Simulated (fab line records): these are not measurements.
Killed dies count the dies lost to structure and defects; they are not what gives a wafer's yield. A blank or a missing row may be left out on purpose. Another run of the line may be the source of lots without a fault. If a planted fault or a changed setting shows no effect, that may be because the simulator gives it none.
fab line records | flow n5-finfet | part 2 of 2: steps 4 to 6 of 6
record: lots: 22 wafers: 66 last-day: 17
route steps=1938 shown MOL_CONTACT_COAG@577 BEOL_M0_SAQP@689
lots with no fault: from the same line, run without faults
start-h: hours from the record's first day to the start of the lot's first wafer shown | wait-h: time in hours since the lot's previous step | " as in the row above | L1.1+2: a single row standing in for several wafers | - no value, or no start was given | * or withheld: withheld | < > ~ a bound
route shown NAME@n: names a module that has steps shown in the file, with the first one's number in the route | usual: average and standard deviation across the fault-free wafers | same: alike in all rows | chamber/n: place in a boat | sites: readings site by site | _std_site: how widely they spread, as a standard deviation | _edge_site: the outer-site mean with the inner-site mean subtracted | radius-mm: for every site, how far away it sits from the centre of the wafer | mask NAME#n: copy n | behind: the tool/chamber that last shaped the wafer | hold: cause of the lot's hold/its duration in hours/its outcome | device: names the non-switching transistor (n, p or np) | end of line: tests of these same wafers at the route's end | for a step that has no rows: nothing shown but its recipe | killed: count of dies lost to structure and defects at first sort (not the wafer's yield) | map: dies across one wafer; x = killed, . = not, _ = none there
set.NAME: the setting as run; set.NAME@STEP: as run at that earlier step | model.NAME: the simulator's own value behind a step, which no gauge read
the route's steps for a sample of lots (tables are steps, rows are wafers)
services: the hour from which a tool's chamber was out of use, counted from the record's first day as start-h (under 0 if before that day), plus the number of hours and why
== steps ==
step: N5_MOL_CONTACT_COAG_STRIP_49
recipe: chemistry: N2/H2 time-s: 30 power-w: 1000 temp-c: 250 pressure-mtorr: withheld n2-flow-sccm: 1750 h2-flow-sccm: 3250
usual: drypump-motor-current-A: 5.7/0.61 heater-power-w: 318/29
columns lot.wafer tool chamber start-h wait-h drypump-motor-current-A heater-power-w rf-hours-counter-h
L074.1 plasma-asher-02 1 100.82 - 5.3 305 90
L074.2 " 0 " " 6.7 328 90
L074.5 " 0 " " 6.7 325 -
L075.1 plasma-asher-01 1 105.31 - 5.7 357 40
L075.2 " 0 " " 5.3 269 40
L075.3 " 0 " " 5.3 281 -
L076.1 plasma-asher-01 0 118.17 - 5.3 278 43
L076.2 " 1 " " 5.7 359 43
L076.4 " 1 " " 5.7 359 -
L077.2 plasma-asher-01 1 119.99 - 5.7 357 43
L077.3 " 0 " " 5.2 283 -
L077.5 " 1 " " 5.7 357 -
L078.2 plasma-asher-02 1 127.13 - 5.2 309 96
L078.3 " 0 " " 6.7 334 -
L078.6 " 1 " " 5.2 313 -
L079.1 plasma-asher-02 0 129.60 - 6.7 324 97
L079.4 " 1 " " 5.2 309 -
L079.6 " 0 " " 6.7 330 -
L080.4 plasma-asher-02 1 139.76 - 5.3 301 -
L080.5 " 0 " " 6.7 332 -
L080.6 " 1 " " 5.3 307 -
L081.3 plasma-asher-02 1 149.89 - 5.2 314 -
L081.4 " 0 " " 6.7 322 -
L081.5 " 0 " " 6.7 322 -
L083.2 plasma-asher-01 1 154.71 - 5.7 360 49
L083.4 " 0 " " 5.3 278 -
L083.6 " 0 " " 5.3 269 -
L084.1 plasma-asher-02 1 160.46 - 5.2 310 103
L084.2 " 0 " " 6.7 317 103
L084.6 " 0 " " 6.7 332 -
L085.1 plasma-asher-02 1 173.95 - 5.2 317 105
L085.5 " 1 " " 5.2 306 -
L085.6 " 0 " " 6.7 324 -
L086.1 plasma-asher-01 1 174.66 - 5.7 358 53
L086.2 " 0 " " 5.2 277 53
L086.4 " 0 " " 5.2 278 -
L087.1 plasma-asher-01 0 180.70 - 5.3 279 55
L087.5 " 1 " " 5.7 359 -
L087.6 " 0 " " 5.3 276 -
L089.1 plasma-asher-02 1 190.78 - 5.2 307 109
L089.3 " 0 " " 6.7 328 -
L089.4 " 1 " " 5.2 311 -
L088.1 plasma-asher-02 0 197.22 - 6.7 331 110
L088.4 " 1 " " 5.2 313 -
L088.5 " 0 " " 6.7 329 -
L090.3 plasma-asher-02 1 198.15 - 5.2 309 -
L090.5 " 1 " " 5.2 314 -
L090.6 " 0 " " 6.7 326 -
L091.1 plasma-asher-02 1 200.98 - 5.3 316 112
L091.4 " 0 " " 6.7 320 -
L091.5 " 0 " " 6.7 334 -
L092.2 plasma-asher-02 0 212.56 - 6.7 326 113
L092.4 " 1 " " 5.2 308 -
L092.6 " 1 " " 5.2 309 -
L093.1 plasma-asher-01 1 216.17 - 5.7 353 62
L093.4 " 1 " " 5.7 353 -
L093.6 " 1 " " 5.7 363 -
L094.1 plasma-asher-02 1 220.11 - 5.2 310 114
L094.2 " 0 " " 6.7 332 114
L094.6 " 1 " " 5.2 311 -
L095.3 plasma-asher-01 0 235.03 - 5.3 277 -
L095.5 " 0 " " 5.3 277 -
L095.6 " 1 " " 5.7 359 -
L097.1 plasma-asher-01 1 240.81 - 5.8 359 67
L097.2 " 0 " " 5.2 273 67
L097.3 " 1 " " 5.7 361 -
step: N5_MOL_CONTACT_COAG_CVD_140
recipe: material: W target-thk-a: 665 mode: selective-fill temp-c: 300 time-s: 215
usual: heater-power-w: 478/19
columns lot.wafer tool chamber start-h wait-h heater-power-w
L074.1 cvd-w-01 1 101.10 0.1 465
L074.2 " 0 " " 465
L074.5 " 1 " " 462
L075.1 cvd-w-01 0 105.59 0.1 456
L075.2 " 1 " " 478
L075.3 " 1 " " 499
L076.1 cvd-w-02 0 118.45 0.1 486
L076.2 " 1 " " 470
L076.4 " 1 " " 471
L077.2 cvd-w-01 0 120.27 0.1 457
L077.3 " 0 " " 454
L077.5 " 1 " " 476
L078.2 cvd-w-01 1 127.41 0.1 470
L078.3 " 0 " " 456
L078.6 " 1 " " 487
L079.1 cvd-w-01 0 129.88 0.1 451
L079.4 " 0 " " 462
L079.6 " 1 " " 478
L080.4 cvd-w-02 0 140.10 0.1 516
L080.5 " 0 " " 506
L080.6 " 1 " " 470
L081.3 cvd-w-02 0 150.23 0.1 501
L081.4 " 1 " " 474
L081.5 " 0 " " 512
L083.2 cvd-w-02 1 154.99 0.1 477
L083.4 " 1 " " 473
L083.6 " 1 " " 464
L084.1 cvd-w-01 0 160.74 0.1 451
L084.2 " 1 " " 483
L084.6 " 0 " " 456
L085.1 cvd-w-01 1 174.23 0.1 471
L085.5 " 1 " " 480
L085.6 " 0 " " 451
L086.1 cvd-w-02 0 174.94 0.1 508
L086.2 " 1 " " 464
L086.4 " 0 " " 512
L087.1 cvd-w-01 1 180.97 0.1 478
L087.5 " 1 " " 475
L087.6 " 0 " " 445
L089.1 cvd-w-01 0 191.16 0.1 457
L089.3 " 0 " " 469
L089.4 " 1 " " 472
L088.1 cvd-w-01 0 197.51 0.1 478
L088.4 " 0 " " 476
L088.5 " 1 " " 467
L090.3 cvd-w-02 0 198.48 0.1 521
L090.5 " 1 " " 463
L090.6 " 0 " " 505
L091.1 cvd-w-02 0 201.26 0.1 516
L091.4 " 1 " " 471
L091.5 " 0 " " 508
L092.2 cvd-w-01 0 212.84 0.1 459
L092.4 " 0 " " 457
L092.6 " 0 " " 456
L093.1 cvd-w-02 0 216.45 0.1 499
L093.4 " 1 " " 480
L093.6 " 1 " " 483
L094.1 cvd-w-02 0 220.39 0.1 497
L094.2 " 1 " " 474
L094.6 " 0 " " 513
L095.3 cvd-w-01 0 235.37 0.1 459
L095.5 " 1 " " 470
L095.6 " 0 " " 464
L097.1 cvd-w-02 1 241.09 0.1 481
L097.2 " 0 " " 512
L097.3 " 1 " " 468
step: N5_BEOL_M0_SAQP_CD_MEAS_40
recipe: target-cd-nm: 30 landing-energy-ev: 500 detector: se-inlens
usual: cd-nm: 29.94/0.25
columns lot.wafer tool chamber start-h wait-h cd-nm
L074.1 cd-sem-02 0 111.20 - 29.87
L074.2 " 0 " " 29.82
L074.5 " 0 " " 30.00
L075.1 cd-sem-01 0 117.94 - 30.09
L075.2 " 0 " " 29.60
L075.3 " 0 " " 29.41
L076.1 cd-sem-03 0 127.71 - 30.02
L076.2 " 0 " " 29.88
L076.4 " 0 " " 29.69
L077.2 cd-sem-01 0 130.35 - 29.67
L077.3 " 0 " " 29.62
L077.5 " 0 " " 30.01
L078.2 cd-sem-02 0 136.15 - 29.86
L078.3 " 0 " " 29.97
L078.6 " 0 " " 29.66
L079.1 cd-sem-02 0 140.36 - 29.84
L079.4 " 0 " " 30.28
L079.6 " 0 " " 29.71
L080.4 cd-sem-01 0 149.02 - 29.76
L080.5 " 0 " " 30.03
L080.6 " 0 " " 30.02
L081.3 cd-sem-02 0 160.47 - 30.12
L081.4 " 0 " " 30.14
L081.5 " 0 " " 30.01
L083.2 cd-sem-02 0 165.37 - 30.03
L083.4 " 0 " " 30.27
L083.6 " 0 " " 30.06
L084.1 cd-sem-03 0 171.03 - 30.01
L084.2 " 0 " " 30.05
L084.6 " 0 " " 29.95
L085.1 cd-sem-03 0 185.37 - 30.24
L085.5 " 0 " " 30.53
L085.6 " 0 " " 30.11
L086.1 cd-sem-01 0 188.38 - 30.64
L086.2 " 0 " " 29.86
L086.4 " 0 " " 30.00
L087.1 cd-sem-02 0 190.14 - 30.01
L087.5 " 0 " " 29.57
L087.6 " 0 " " 29.77
L089.1 cd-sem-03 0 200.44 - 29.98
L089.3 " 0 " " 29.99
L089.4 " 0 " " 29.63
L088.1 cd-sem-02 0 206.82 - 30.15
L088.4 " 0 " " 30.11
L088.5 " 0 " " 29.41
L090.3 cd-sem-01 0 211.11 - 30.30
L090.5 " 0 " " 30.06
L090.6 " 0 " " 29.94
L091.1 cd-sem-03 0 213.04 - 30.06
L091.4 " 0 " " 30.15
L091.5 " 0 " " 30.22
L092.2 cd-sem-02 0 222.12 - 29.49
L092.4 " 0 " " 30.04
L092.6 " 0 " " 30.09
L093.1 cd-sem-03 0 225.37 - 30.35
L093.4 " 0 " " 29.59
L093.6 " 0 " " 29.82
L094.1 cd-sem-03 0 233.60 - 30.45
L094.2 " 0 " " 30.35
L094.6 " 0 " " 29.86
L095.3 cd-sem-01 0 245.82 - 30.01
L095.5 " 0 " " 29.79
L095.6 " 0 " " 29.65
L097.1 cd-sem-03 0 251.49 - 30.13
L097.2 " 0 " " 30.09
L097.3 " 0 " " 29.68
== services ==
columns tool chamber start-h hours kind
cvd-w-01 - 73.62 0.7 repair
plasma-asher-02 - 78.45 1.9 repair
cvd-w-02 0 91.73 4.7 repair
rie-diel-03 - 95.44 6.3 repair
rie-diel-04 1 111.29 4.4 repair
rie-diel-04 0 137.60 42.6 repair
cvd-w-01 - 145.74 14.6 pm
cvd-w-02 1 161.18 12.3 repair
rie-diel-05 - 172.74 15.6 pm
plasma-asher-01 - 196.83 2.0 repair
rie-diel-05 2 209.68 - clean
rie-diel-05 2 209.68 - consumable-replace:focus-ring
rie-diel-05 2 209.68 - consumable-replace:showerhead
rie-diel-05 2 209.68 16.3 scheduled-down
rie-diel-05 2 209.68 16.3 vent-cycle
rie-diel-04 - 223.43 2.3 repair
rie-diel-05 0 226.02 - clean
rie-diel-05 0 226.02 - consumable-replace:focus-ring
rie-diel-05 0 226.02 - consumable-replace:showerhead
rie-diel-05 0 226.02 38.8 scheduled-down
rie-diel-04 1 231.41 - clean
rie-diel-04 1 231.41 - consumable-replace:focus-ring
rie-diel-04 1 231.41 34.0 scheduled-down
rie-diel-04 1 231.41 34.0 vent-cycle
